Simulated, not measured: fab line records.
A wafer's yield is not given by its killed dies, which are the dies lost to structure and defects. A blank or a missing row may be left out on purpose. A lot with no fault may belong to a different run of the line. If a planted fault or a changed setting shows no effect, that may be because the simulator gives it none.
A lot that was struck, set against a sound lot -- flow nand harc -- 16 out of 1302 route steps
Sound: these wafers, L343.1, L343.3, L343.6. Struck: wafers L357.2, L357.5. (L357.1 of the same lot was not struck and is left out.) The cause comes at the end.
For every step that has rows: the tool of each side, followed by ch and its chambers, followed by its first start. Under that, the readings that differ: sound wafers -- struck wafers -- difference of the means -- sigmas: that difference in standard deviations of wafers without a fault.
alike: readings with means less than 2 such deviations apart, plus words and numbers identical on both sides. not compared: withheld readings, readings lacking a value on some wafer, bounds such as >300 that could conceal the same value, and numbers that have no deviation in the record and whose values overlap.
A row with sigmas, a row that says differs or no value, or rows on one side alone: a step with any of these is where the two part. When numbers do not overlap yet have no deviation, they are printed without sigmas and do not part them. A reading missing from all wafers of one side parts the sides only when that side holds two or more wafers.

NHARC_A_DECK1_JOINT_INSPECT_05:
  sound on defect inspect-02 at day 12 09:11; struck on defect inspect-01 at day 17 20:34
  alike: raw defect count
after that, 1 step with no rows for these wafers: NHARC_A_ONON_D2_DEP_00 (target thk 1000 nm).
NHARC_A_ONON_D2_THK_MEAS_02: measures by ellipsometry.
  sound on film metro-01 at day 12 09:46; struck on film metro-02 at day 17 21:08
  alike: thk nm
after that, 1 step with no rows for these wafers: NHARC_A_ONON_D2_DEP_03 (target thk 1000 nm).
NHARC_A_ONON_D2_THK_MEAS_05: measures by ellipsometry.
  sound on film metro-02 at day 12 10:19; struck on film metro-01 at day 17 21:43
  alike: thk nm
after that, 1 step with no rows for these wafers: NHARC_A_ONON_D2_DEP_06 (target thk 1000 nm).
NHARC_A_ONON_D2_THK_MEAS_08: measures by ellipsometry.
  sound on film metro-01 at day 12 10:53; struck on film metro-01 at day 17 22:16
  alike: thk nm
after that, 1 step with no rows for these wafers: NHARC_A_ONON_D2_DEP_09 (target thk 1000 nm).
NHARC_A_ONON_D2_THK_MEAS_11: measures by ellipsometry.
  sound on film metro-01 at day 12 11:27; struck on film metro-01 at day 17 22:50
  alike: thk nm
after that, 1 step with no rows for these wafers: NHARC_A_ONON_D2_DEP_12 (target thk 1000 nm).
NHARC_A_ONON_D2_THK_MEAS_14: measures by ellipsometry.
  sound on film metro-01 at day 12 12:01; struck on film metro-02 at day 17 23:24
  alike: thk nm
then, 1 step without rows for these wafers: NHARC_A_ONON_D2_ANNEAL_15 (time 3600 s).
NHARC_A_ONON_D2_DEP_16: target thk 1000 nm.
  sound on pecvd onon-04 ch 0, day 12 18:56; struck on pecvd onon-04 ch 0, day 18 06:40
NHARC_A_ONON_D2_THK_MEAS_18: measures by ellipsometry.
  sound on film metro-01 at day 12 19:26; struck on film metro-01 at day 18 07:10
reading,sound,struck,difference,sigmas
thk nm (nm),993 994 993,694 695,-299,-40
after that, 1 step with no rows for these wafers: NHARC_A_ONON_D2_DEP_19 (target thk 1000 nm).
-- the record jumps here: 11 days lie between the struck wafers' starts before and after (it left off in module A_ONON_D2 and takes up again in module END, whose first step shown is number 1302 of the route) --
NHARC_END_SORT_01:
  the record has rows for the struck wafers here (prober-01 ch 0, day 29 11:14) and none for the sound ones

## WHERE THEY PART
Earliest at NHARC_A_ONON_D2_THK_MEAS_18; latest, in this record, at NHARC_END_SORT_01.

WHY: whatever the simulator had introduced
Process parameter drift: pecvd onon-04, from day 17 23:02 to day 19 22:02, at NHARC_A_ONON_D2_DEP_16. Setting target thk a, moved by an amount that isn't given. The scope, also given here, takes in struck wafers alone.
